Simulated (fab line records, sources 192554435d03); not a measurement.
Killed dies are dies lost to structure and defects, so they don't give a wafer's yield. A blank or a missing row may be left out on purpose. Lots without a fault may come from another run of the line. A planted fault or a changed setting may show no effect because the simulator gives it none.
Chamber matching | flow n5_finfet | N5_GATE_CUT_CMP_43 on cmp-01: 4 sister chambers
The step polishes SiO2. 14 wafers are shown with their chamber, then 7 later ones without.

WAFERS WITH THEIR CHAMBER
wafer  | chamber | motor_current_A (A) | slurry_filter_dp_kPa (kPa)
L074.1 | 3       | 11.9                | 13.59
L074.4 | 1       | 12.6                | 13.43
L074.6 | 0       | 12.6                | 13.61
L076.3 | 0       | 12.4                | 13.54
L076.4 | 3       | 11.6                | 13.59
L076.6 | 0       | 12.3                | 13.75
L078.2 | 0       | 11.9                | 13.29
L078.3 | 3       | 12.5                | 13.72
L078.6 | 0       | 12.8                | 13.65
L079.1 | 3       | 12.1                | 13.44
L079.4 | 0       | 13.2                | 13.40
L079.6 | 2       | 12.2                | 13.41
L084.1 | 3       | 12.2                | 13.48
L084.3 | 0       | 12.9                | 13.48

SIGNATURES (means of the wafers above)
reading              | chamber 0 | chamber 1 | chamber 2 | chamber 3 | scatter within a chamber
motor_current_A      | 12.586    | 12.600    | 12.200    | 12.060    | 0.395
slurry_filter_dp_kPa | 13.5314   | 13.4300   | 13.4100   | 13.5640   | 0.139
Rule: a wafer's distance from a chamber is the root of the sum, over the readings, of the square of ((its reading less the chamber's mean) divided by the reading's scatter). The wafer belongs to the nearest chamber; if the next one is less than 2 further off, it can't be placed. The scatter: the root of (the sum of the squares of (reading less its chamber's mean) over the shown wafers, divided by (wafers less chambers)).

WAFERS WITHOUT THEIR CHAMBER
wafer  | motor_current_A (A) | slurry_filter_dp_kPa (kPa)
L084.4 | 12.1                | 13.46
L086.2 | 12.3                | 13.52
L086.4 | 12.9                | 13.37
L086.5 | 11.9                | 13.57
L097.1 | 12.4                | 13.58
L097.5 | 12.1                | 13.33
L097.6 | 13.0                | 13.74

WHICH CHAMBER EACH WENT THROUGH
wafer  | from the rows above               | in truth
L084.4 | can't be placed: 2 or 3 or 1 or 0 | 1
L086.2 | can't be placed: 3 or 0 or 2 or 1 | 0
L086.4 | can't be placed: 1 or 0 or 2 or 3 | 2
L086.5 | can't be placed: 3 or 2 or 0 or 1 | 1
L097.1 | can't be placed: 0 or 3 or 1 or 2 | 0
L097.5 | can't be placed: 2 or 1 or 3 or 0 | 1
L097.6 | can't be placed: 0 or 1 or 3 or 2 | 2
Placed correctly: 0 of 7. Can't be placed from these rows: 7 (the true chamber is among the candidates in 7). Placed wrongly: 0.
